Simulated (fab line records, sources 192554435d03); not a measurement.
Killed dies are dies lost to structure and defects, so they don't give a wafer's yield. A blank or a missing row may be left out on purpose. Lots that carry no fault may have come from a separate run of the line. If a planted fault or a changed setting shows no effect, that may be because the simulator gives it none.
Split-lot study + flow n5 finfet + 7 lots, 39 wafers read, on a route of 1938 steps

## THE SPLIT ITSELF
At N5_WELL_APT_IMPLANT_15, the setting energy kev was moved away from the recipe's 25 on 9 of the 39 wafers read, by -13.8% to +11.4%. This setting was run at the recipe's value on the other wafers.

The split's own step is where the reading is taken.

## THE READING
The simulator's own value implant.drp nm, read by no gauge, in nm at N5_WELL_APT_IMPLANT_15. The file gives no usual value for it.

| wafer  | tool, chamber at the split | energy kev as run | against the recipe | implant.drp nm, nm | against lot-mates on the recipe |
|--------|----------------------------|-------------------|--------------------|--------------------|---------------------------------|
| L082.1 | implanter-02, 0            | 21.55             | -13.8%             | 7.619              | -0.838                          |
| L082.3 | implanter-02, 0            | 21.55             | -13.8%             | 7.619              | -0.838                          |
| L082.6 | implanter-02, 0            | 21.55             | -13.8%             | 7.619              | -0.838                          |
| L082.2 | implanter-02, 0            | 25                | recipe             | 8.457              | -                               |
| L082.4 | implanter-02, 0            | 25                | recipe             | 8.457              | -                               |
| L082.5 | implanter-02, 0            | 25                | recipe             | 8.457              | -                               |
| L083.4 | implanter-02, 0            | 25                | recipe             | 8.457              | -                               |
| L083.5 | implanter-02, 0            | 25                | recipe             | 8.457              | -                               |
| L083.6 | implanter-02, 0            | 25                | recipe             | 8.457              | -                               |
| L085.1 | implanter-02, 0            | 25                | recipe             | 8.457              | -                               |
| L085.3 | implanter-02, 0            | 25                | recipe             | 8.457              | -                               |
| L085.6 | implanter-02, 0            | 25                | recipe             | 8.457              | -                               |
| L085.2 | implanter-02, 0            | 27.86             | +11.4%             | 9.138              | +0.681                          |
| L085.4 | implanter-02, 0            | 27.86             | +11.4%             | 9.138              | +0.681                          |
| L085.5 | implanter-02, 0            | 27.86             | +11.4%             | 9.138              | +0.681                          |
| L087.1 | implanter-02, 0            | 25                | recipe             | 8.457              | -                               |
| L087.2 | implanter-02, 0            | 25                | recipe             | 8.457              | -                               |
| L087.3 | implanter-02, 0            | 25                | recipe             | 8.457              | -                               |
| L087.4 | implanter-02, 0            | 25                | recipe             | 8.457              | -                               |
| L087.5 | implanter-02, 0            | 25                | recipe             | 8.457              | -                               |
| L087.6 | implanter-02, 0            | 25                | recipe             | 8.457              | -                               |
| L095.1 | implanter-02, 0            | 23.73             | -5.1%              | 8.151              | -0.306                          |
| L095.3 | implanter-02, 0            | 23.73             | -5.1%              | 8.151              | -0.306                          |
| L095.4 | implanter-02, 0            | 23.73             | -5.1%              | 8.151              | -0.306                          |
| L095.2 | implanter-02, 0            | 25                | recipe             | 8.457              | -                               |
| L095.5 | implanter-02, 0            | 25                | recipe             | 8.457              | -                               |
| L095.6 | implanter-02, 0            | 25                | recipe             | 8.457              | -                               |
| L096.1 | implanter-01, 0            | 25                | recipe             | 8.457              | -                               |
| L096.2 | implanter-01, 0            | 25                | recipe             | 8.457              | -                               |
| L096.3 | implanter-01, 0            | 25                | recipe             | 8.457              | -                               |
| L096.4 | implanter-01, 0            | 25                | recipe             | 8.457              | -                               |
| L096.5 | implanter-01, 0            | 25                | recipe             | 8.457              | -                               |
| L096.6 | implanter-01, 0            | 25                | recipe             | 8.457              | -                               |
| L097.1 | implanter-02, 0            | 25                | recipe             | 8.457              | -                               |
| L097.2 | implanter-02, 0            | 25                | recipe             | 8.457              | -                               |
| L097.3 | implanter-02, 0            | 25                | recipe             | 8.457              | -                               |
| L097.4 | implanter-02, 0            | 25                | recipe             | 8.457              | -                               |
| L097.5 | implanter-02, 0            | 25                | recipe             | 8.457              | -                               |
| L097.6 | implanter-02, 0            | 25                | recipe             | 8.457              | -                               |

FIT RESULTS
A straight line over all 39 wafers: implant.drp nm changes by +0.0602 nm for each +1% of energy kev; r = +1.00; the points scatter about the line by 0.0028 nm.
The same after taking each lot's own level away (the mean of its wafers on the recipe; 39 wafers): +0.0602 nm for each +1%; r = +1.00; scatter 0.0028 nm.
That fit puts the effect of the largest move of energy kev on the reading at 0.83 nm.
The lots' own levels span 8.4570 to 8.4570 nm.
So the lot-to-lot level changes the slope little: the two slopes agree.
Check: with one of the wafers moved furthest among these (-13.8%) left out of the fit, the line predicts -0.831 nm for it against its lot-mates. Against them it came out at -0.838 nm.

## THE WHOLE CHAIN: every reading that the file lists as answering this split, in the file's order
| step                   | what it does | reading                                                         | change (the file's fit)                | r (the file's) |
|------------------------|--------------|-----------------------------------------------------------------|----------------------------------------|----------------|
| N5_WELL_APT_IMPLANT_15 |              | implant.rp nm (the simulator's own value, which no gauge read)  | +0.139 nm for each +1% of the setting  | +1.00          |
| N5_WELL_APT_IMPLANT_15 |              | implant.drp nm (the simulator's own value, which no gauge read) | +0.0602 nm for each +1% of the setting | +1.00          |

## THE FILE'S OWN FIT
implant.drp nm changes by +0.0602 nm for each +1% of energy kev, r = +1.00.
